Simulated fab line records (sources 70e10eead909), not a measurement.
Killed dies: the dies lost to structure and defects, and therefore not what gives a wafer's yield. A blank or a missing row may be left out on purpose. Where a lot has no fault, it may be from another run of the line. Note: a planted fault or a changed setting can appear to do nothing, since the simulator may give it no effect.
Which tool was responsible? + flow nandHarc + 24 lots with 72 wafers sampled at 2 steps, on a route of 1302 steps

== WHAT THE GAUGES READ, wafer by wafer ==
NHARC_A_CONTACT_CD_MEAS_08: target cd 200 nm.
| lot  | measured     | on       | cdNm (nm)         |
|------|--------------|----------|-------------------|
| L074 | day 22 16:32 | cdSem-03 | 199.5 200.1 199.7 |
| L075 | day 22 16:57 | cdSem-01 | 200.1 201.0 200.7 |
| L076 | day 23 06:32 | cdSem-02 | 199.7 200.7 200.5 |
| L077 | day 23 08:17 | cdSem-03 | 200.1 200.2 200.1 |
| L078 | day 23 11:31 | cdSem-02 | 199.5 200.0 199.7 |
| L079 | day 23 18:28 | cdSem-03 | 199.9 200.3 200.0 |
| L081 | day 25 00:55 | cdSem-02 | 200.1 200.0 199.2 |
| L080 | day 25 07:28 | cdSem-01 | 199.6 199.3 199.7 |
| L083 | day 25 23:36 | cdSem-03 | 200.5 200.5 199.8 |
| L082 | day 26 07:39 | cdSem-02 | 200.1 199.5 200.0 |
| L085 | day 27 05:12 | cdSem-01 | 200.6 201.3 200.6 |
| L086 | day 27 09:22 | cdSem-03 | 199.6 200.6 199.8 |
| L084 | day 27 10:27 | cdSem-01 | 201.1 201.1 200.9 |
| L087 | day 27 18:58 | cdSem-02 | 200.0 199.6 199.8 |
| L088 | day 28 07:26 | cdSem-02 | 200.0 200.7 200.3 |
| L089 | day 28 08:40 | cdSem-03 | 200.6 200.5 199.8 |
| L091 | day 29 10:53 | cdSem-01 | 200.3 200.1 200.6 |
| L092 | day 29 18:16 | cdSem-03 | 200.0 199.6 200.1 |
| L090 | day 29 20:19 | cdSem-02 | 200.2 200.4 200.4 |
| L093 | day 30 00:02 | cdSem-01 | 199.3 199.7 199.8 |
| L094 | day 30 18:14 | cdSem-01 | 200.8 200.2 199.2 |
| L095 | day 30 18:57 | cdSem-01 | 199.1 199.7 199.9 |
| L096 | day 31 16:41 | cdSem-03 | 200.1 200.6 200.3 |
| L097 | day 32 01:04 | cdSem-03 | 200.4 199.9 199.9 |

== TOOL THAT RAN EACH LOT (tool first, then ch and the chambers of the sampled wafers, then the start) ==
| lot  | NHARC_A_CONTACT_DEP_85          |
|------|---------------------------------|
| L074 | pecvd-02 ch 1,2, day 22 15:49   |
| L075 | pecvd-03 ch 0,1,2, day 22 16:15 |
| L076 | pecvd-01 ch 0,1, day 23 05:52   |
| L077 | pecvd-02 ch 0,1, day 23 07:32   |
| L078 | pecvd-01 ch 0,2, day 23 10:55   |
| L079 | pecvd-02 ch 0,1,2, day 23 17:44 |
| L081 | pecvd-01 ch 0,2, day 25 00:19   |
| L080 | pecvd-02 ch 0,1,2, day 25 06:46 |
| L083 | pecvd-03 ch 0,1, day 25 23:03   |
| L082 | pecvd-02 ch 0,1,2, day 26 07:08 |
| L085 | pecvd-01 ch 0,2, day 27 04:28   |
| L086 | pecvd-02 ch 0,1, day 27 08:42   |
| L084 | pecvd-02 ch 0,1,2, day 27 09:56 |
| L087 | pecvd-02 ch 0,1,2, day 27 18:15 |
| L088 | pecvd-02 ch 0,1, day 28 06:44   |
| L089 | pecvd-01 ch 0,1,2, day 28 08:07 |
| L091 | pecvd-03 ch 0,1,2, day 29 10:10 |
| L092 | pecvd-02 ch 1,2, day 29 17:27   |
| L090 | pecvd-01 ch 0,1,2, day 29 19:43 |
| L093 | pecvd-03 ch 0,1,2, day 29 23:26 |
| L094 | pecvd-03 ch 0,1,2, day 30 17:42 |
| L095 | pecvd-03 ch 1,2, day 30 18:14   |
| L096 | pecvd-02 ch 0,2, day 31 15:58   |
| L097 | pecvd-02 ch 0,1, day 32 00:31   |
- NHARC_A_CONTACT_DEP_85: deposits SiON, target thk 60 nm.

== WHAT THE TOOLS THEMSELVES READ (means of the sampled wafers that have a number; where no wafer has one, the mark that the record gives instead) ==
NHARC_A_CONTACT_DEP_85.
| lot  | tool     | heaterPowerW (W) | showerheadVppV (V) |
|------|----------|------------------|--------------------|
| L074 | pecvd-02 | 762              | 1111               |
| L075 | pecvd-03 | 860              | 1163               |
| L076 | pecvd-01 | 777              | 1221               |
| L077 | pecvd-02 | 753              | 1078               |
| L078 | pecvd-01 | 757              | 1161               |
| L079 | pecvd-02 | 780              | 1128               |
| L081 | pecvd-01 | 816              | 1161               |
| L080 | pecvd-02 | 775              | 1105               |
| L083 | pecvd-03 | 884              | 1179               |
| L082 | pecvd-02 | 763              | 1117               |
| L085 | pecvd-01 | 823              | 1219               |
| L086 | pecvd-02 | 717              | 1093               |
| L084 | pecvd-02 | 711              | 1127               |
| L087 | pecvd-02 | 709              | 1118               |
| L088 | pecvd-02 | 767              | 1084               |
| L089 | pecvd-01 | 780              | 1153               |
| L091 | pecvd-03 | 910              | 1158               |
| L092 | pecvd-02 | 717              | 1108               |
| L090 | pecvd-01 | 729              | 1157               |
| L093 | pecvd-03 | 849              | 1163               |
| L094 | pecvd-03 | 902              | 1150               |
| L095 | pecvd-03 | 781              | 1150               |
| L096 | pecvd-02 | 787              | 1139               |
| L097 | pecvd-02 | 785              | 1088               |

== THE ANSWER, worked out from the rows above alone ==
Rule: usual is defined by the lots themselves. Put in order of their means at a reading, lots are off if they are a third of the lots or fewer, leave a main group of 4 or more, and stand apart from it by a gap of 3 or more times the standard deviation of the main group's means; of several such gaps the widest counts. The tables above print the reading to a certain number of digits; a main group whose means all agree to those digits is not used. Also off: a lot with no number at a reading for which 4 or more lots have one. Where the step has rows for the other lots, those lots are counted as sound. First the gauges in route order, then the tools' own readings, where a lot's mean is used as printed above. At the first step where some lot is off, the reading lying furthest off is the one used; lots without a number count as furthest.
No lot is off at any reading shown: from this, nothing can be told.

== WHAT THE SIMULATOR PUT IN ==
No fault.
